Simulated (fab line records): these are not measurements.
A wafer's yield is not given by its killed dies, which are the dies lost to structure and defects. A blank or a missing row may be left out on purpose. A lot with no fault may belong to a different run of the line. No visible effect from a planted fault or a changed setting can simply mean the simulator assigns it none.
Matching of chambers / flow nand harc / 4 sister chambers for NHARC_A_STAIRCASE_TRIM_220 on rie diel-08
The step chemistry O2, time 211.2 s. 7 wafers are shown with their chamber, then 10 later ones without.

EACH WAFER AND ITS CHAMBER
wafer=L076.4; chamber=0; showerhead plenum p Torr (Torr)=3.41; rf vpp V (V)=57.1
wafer=L082.3; chamber=1; showerhead plenum p Torr (Torr)=3.70; rf vpp V (V)=56.8
wafer=L082.5; chamber=0; showerhead plenum p Torr (Torr)=3.41; rf vpp V (V)=58.3
wafer=L081.1; chamber=2; showerhead plenum p Torr (Torr)=3.32; rf vpp V (V)=56.5
wafer=L081.5; chamber=3; showerhead plenum p Torr (Torr)=3.46; rf vpp V (V)=56.0
wafer=L090.2; chamber=3; showerhead plenum p Torr (Torr)=3.45; rf vpp V (V)=57.6
wafer=L090.4; chamber=1; showerhead plenum p Torr (Torr)=3.69; rf vpp V (V)=57.9

WAFERS WITHOUT THEIR CHAMBER
wafer=L090.6; showerhead plenum p Torr (Torr)=3.69; rf vpp V (V)=58.6
wafer=L093.1; showerhead plenum p Torr (Torr)=3.40; rf vpp V (V)=55.9
wafer=L093.2; showerhead plenum p Torr (Torr)=3.31; rf vpp V (V)=57.4
wafer=L093.3; showerhead plenum p Torr (Torr)=3.45; rf vpp V (V)=57.9
wafer=L094.3; showerhead plenum p Torr (Torr)=3.45; rf vpp V (V)=58.2
wafer=L094.4; showerhead plenum p Torr (Torr)=3.30; rf vpp V (V)=57.7
wafer=L094.6; showerhead plenum p Torr (Torr)=3.45; rf vpp V (V)=56.2
wafer=L096.1; showerhead plenum p Torr (Torr)=3.39; rf vpp V (V)=57.6
wafer=L096.4; showerhead plenum p Torr (Torr)=3.30; rf vpp V (V)=56.8
wafer=L096.6; showerhead plenum p Torr (Torr)=3.45; rf vpp V (V)=58.1

WHICH CHAMBER EACH ONE RAN IN
wafer=L090.6; from the rows above=1; in truth=1
wafer=L093.1; from the rows above=0; in truth=0
wafer=L093.2; from the rows above=2; in truth=2
wafer=L093.3; from the rows above=3; in truth=3
wafer=L094.3; from the rows above=3; in truth=3
wafer=L094.4; from the rows above=2; in truth=2
wafer=L094.6; from the rows above=3; in truth=3
wafer=L096.1; from the rows above=0; in truth=0
wafer=L096.4; from the rows above=2; in truth=2
wafer=L096.6; from the rows above=3; in truth=3
10 of 10 placed correctly. From these rows, 0 cannot be placed. 0 placed wrongly.
How it was worked out, from the rows above alone: a wafer's distance from a chamber is the root of the sum, over the readings, of the square of ((its reading less the chamber's mean) divided by the reading's scatter). The wafer belongs to the nearest chamber; if the next one is less than 2 further off, it can't be placed. For every chamber, the mean is computed from those of its wafers that are shown. The scatter: the root of (the sum of the squares of (reading less its chamber's mean) over the shown wafers, divided by (wafers less chambers)).
